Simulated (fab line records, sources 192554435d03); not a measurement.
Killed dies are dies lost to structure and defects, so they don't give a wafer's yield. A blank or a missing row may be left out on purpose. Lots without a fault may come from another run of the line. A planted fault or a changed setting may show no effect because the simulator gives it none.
Split-lot experiment | flow n5_finfet | 7 lots, 39 wafers read, on a route of 1938 steps

THE SPLIT
At N5_ZERO_LAYER_DEVELOP_10 (develop time 60 s), the setting develop_time_s was moved away from the recipe's 60 s on 9 of the 39 wafers read, by -46.1% to -15.2%. The other wafers ran this setting at the recipe's value.

FROM THE SPLIT TO THE READING: what the file shows between them, 1 step
- N5_ZERO_LAYER_HARDBAKE_23: time 120 s

THE READING
cd_nm, in nm, at N5_ZERO_LAYER_CD_MEAS_11 (target cd 2000 nm). Fault-free wafers of this fab line usually give 1998.6 nm, standard deviation 2.8 nm.

wafer  | tool, chamber at the split | develop_time_s as run, s | against the recipe | cd_nm, nm | against lot-mates on the recipe
L075.1 | litho_track-01, 0          | 32.33                    | -46.1%             | 1988.0    | -13.9
L075.2 | litho_track-01, 0          | 60                       | recipe             | 2001.5    | -
L075.3 | litho_track-01, 0          | 60                       | recipe             | 2002.8    | -
L075.4 | litho_track-01, 0          | 32.33                    | -46.1%             | 1988.4    | -13.5
L075.5 | litho_track-01, 0          | 60                       | recipe             | 2001.4    | -
L075.6 | litho_track-01, 0          | 32.33                    | -46.1%             | 1987.1    | -14.8
L080.1 | litho_track-02, 0          | 60                       | recipe             | 1999.7    | -
L080.2 | litho_track-02, 0          | 60                       | recipe             | 1997.0    | -
L080.3 | litho_track-02, 0          | 60                       | recipe             | 2000.6    | -
L080.4 | litho_track-02, 0          | 60                       | recipe             | 2001.5    | -
L080.5 | litho_track-02, 0          | 60                       | recipe             | 1996.2    | -
L080.6 | litho_track-02, 0          | 60                       | recipe             | 1998.3    | -
L081.1 | litho_track-04, 0          | 60                       | recipe             | 1995.3    | -
L081.2 | litho_track-04, 0          | 60                       | recipe             | 1995.8    | -
L081.3 | litho_track-04, 0          | 60                       | recipe             | 1996.9    | -
L081.4 | litho_track-04, 0          | 60                       | recipe             | 1995.7    | -
L081.5 | litho_track-04, 0          | 60                       | recipe             | 1996.6    | -
L081.6 | litho_track-04, 0          | 60                       | recipe             | 1997.5    | -
L093.1 | litho_track-04, 0          | 50.85                    | -15.2%             | 1993.1    | -2.4
L093.2 | litho_track-04, 0          | 50.85                    | -15.2%             | 1993.5    | -2.0
L093.3 | litho_track-04, 0          | 60                       | recipe             | 1995.1    | -
L093.4 | litho_track-04, 0          | 60                       | recipe             | 1995.3    | -
L093.5 | litho_track-04, 0          | 60                       | recipe             | 1996.1    | -
L093.6 | litho_track-04, 0          | 50.85                    | -15.2%             | 1993.4    | -2.1
L094.1 | litho_track-04, 0          | 60                       | recipe             | 1995.0    | -
L094.4 | litho_track-04, 0          | 60                       | recipe             | 1994.7    | -
L094.5 | litho_track-04, 0          | 60                       | recipe             | 1994.0    | -
L096.1 | litho_track-01, 0          | 60                       | recipe             | 2000.5    | -
L096.2 | litho_track-01, 0          | 60                       | recipe             | 2001.8    | -
L096.3 | litho_track-01, 0          | 34.38                    | -42.7%             | 1987.8    | -12.6
L096.4 | litho_track-01, 0          | 34.38                    | -42.7%             | 1987.2    | -13.2
L096.5 | litho_track-01, 0          | 60                       | recipe             | 1998.8    | -
L096.6 | litho_track-01, 0          | 34.38                    | -42.7%             | 1988.8    | -11.6
L097.1 | litho_track-04, 0          | 60                       | recipe             | 1996.3    | -
L097.2 | litho_track-04, 0          | 60                       | recipe             | 1998.5    | -
L097.3 | litho_track-04, 0          | 60                       | recipe             | 1997.0    | -
L097.4 | litho_track-04, 0          | 60                       | recipe             | 1999.1    | -
L097.5 | litho_track-04, 0          | 60                       | recipe             | 1995.8    | -
L097.6 | litho_track-04, 0          | 60                       | recipe             | 1995.8    | -

THE FIT
A straight line over all 39 wafers: cd_nm changes by +0.223 nm for each +1% of develop_time_s; r = +0.85; the points scatter about the line by 2.3 nm.
The same after taking each lot's own level away (the mean of its wafers on the recipe; 39 wafers): +0.294 nm for each +1%; r = +0.97; scatter 1.3 nm.
On that fit, the largest move of develop_time_s shifts the reading by 14 nm.
The lots' own levels span 1994.57 to 2001.90 nm, that is 2.6 times the standard deviation above.
So the lot-to-lot level changes the slope: the two fits differ.
Check: with one of the wafers moved furthest among these (-46.1%) left out of the fit, the line predicts -13.3 nm for it against its lot-mates. It came out at -13.9 nm against them.

THE WHOLE CHAIN: every reading that the file lists as answering this split, in the file's order
step                     | what it does             | reading                                                           | change (the file's fit)               | r (the file's)
N5_ZERO_LAYER_CD_MEAS_11 | target cd 2000 nm        | cd_nm                                                             | +0.29 nm for each +1% of the setting  | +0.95
N5_ZERO_LAYER_DESCUM_16  | chemistry O2, time 7.9 s | ZERO_LAYER.cd_nm (the simulator's own value, which no gauge read) | +0.286 nm for each +1% of the setting | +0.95

THE FILE'S OWN FIT
cd_nm changes by +0.29 nm for each +1% of develop_time_s, r = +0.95.
